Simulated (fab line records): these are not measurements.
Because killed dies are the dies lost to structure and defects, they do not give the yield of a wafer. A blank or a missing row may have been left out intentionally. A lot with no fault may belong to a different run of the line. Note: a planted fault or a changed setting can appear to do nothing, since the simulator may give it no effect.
Matching of chambers    flow n5-finfet    4 sister chambers for N5_BEOL_M10_DESCUM_33 on rie-diel-01
The step chemistry O2, time 7.9 s. 20 wafers are shown with their chamber, then 10 later ones without.

WAFERS PAIRED WITH THEIR CHAMBERS
wafer   chamber  throttle-valve-pct (%)  showerhead-plenum-p-Torr (Torr)  drypump-motor-current-A (A)
L074.3  1        20.0                    2.16                             6.6
L074.4  2        21.1                    2.19                             5.7
L074.6  1        20.0                    2.16                             6.5
L079.1  1        20.0                    2.16                             6.6
L079.4  3        20.5                    2.06                             5.7
L079.6  1        20.0                    2.16                             6.6
L081.3  3        20.5                    2.06                             5.8
L081.5  2        21.2                    2.19                             5.7
L081.6  1        20.0                    2.16                             6.5
L083.1  1        20.0                    2.16                             6.5
L083.4  0        20.6                    2.23                             6.3
L083.6  0        20.6                    2.23                             6.3
L086.2  2        21.1                    2.18                             5.7
L086.3  1        20.0                    2.15                             6.5
L086.4  0        20.6                    2.23                             6.3
L090.1  0        20.6                    2.23                             6.2
L090.3  1        20.0                    2.15                             6.5
L090.6  0        20.7                    2.23                             6.2
L093.1  3        20.5                    2.05                             5.7
L093.3  0        20.7                    2.22                             6.3

SIGNATURES (means of the wafers above)
reading                   chamber 0  chamber 1  chamber 2  chamber 3  scatter within a chamber
throttle-valve-pct        20.633     20.000     21.133     20.500     0.0354
showerhead-plenum-p-Torr  2.2283     2.1575     2.1867     2.0567     0.00479
drypump-motor-current-A   6.267      6.537      5.700      5.733      0.0492
Rule: a wafer's distance from a chamber is the root of the sum, over the readings, of the square of ((its reading less the chamber's mean) divided by the reading's scatter). The wafer belongs to the nearest chamber; if the next one is less than 2 further off, it can't be placed. The scatter: the root of (the sum of the squares of (reading less its chamber's mean) over the shown wafers, divided by (wafers less chambers)).

WAFERS WHOSE CHAMBER IS MISSING
wafer   throttle-valve-pct (%)  showerhead-plenum-p-Torr (Torr)  drypump-motor-current-A (A)
L093.4  21.2                    2.18                             5.7
L091.1  20.5                    2.05                             5.7
L091.2  20.0                    2.15                             6.6
L091.4  20.0                    2.15                             6.5
L095.1  21.2                    2.17                             5.7
L095.2  20.7                    2.22                             6.3
L095.3  20.0                    2.14                             6.5
L095.4  20.6                    2.05                             5.7
L095.5  20.6                    2.05                             5.8
L095.6  21.2                    2.17                             5.7

THE CHAMBER EACH PASSED THROUGH
wafer   from the rows above  in truth
L093.4  2                    2
L091.1  3                    3
L091.2  1                    1
L091.4  1                    1
L095.1  2                    2
L095.2  0                    0
L095.3  1                    1
L095.4  3                    3
L095.5  3                    3
L095.6  2                    2
Correct placement for 10 of the 10. From these rows, 0 cannot be placed. 0 placed wrongly.
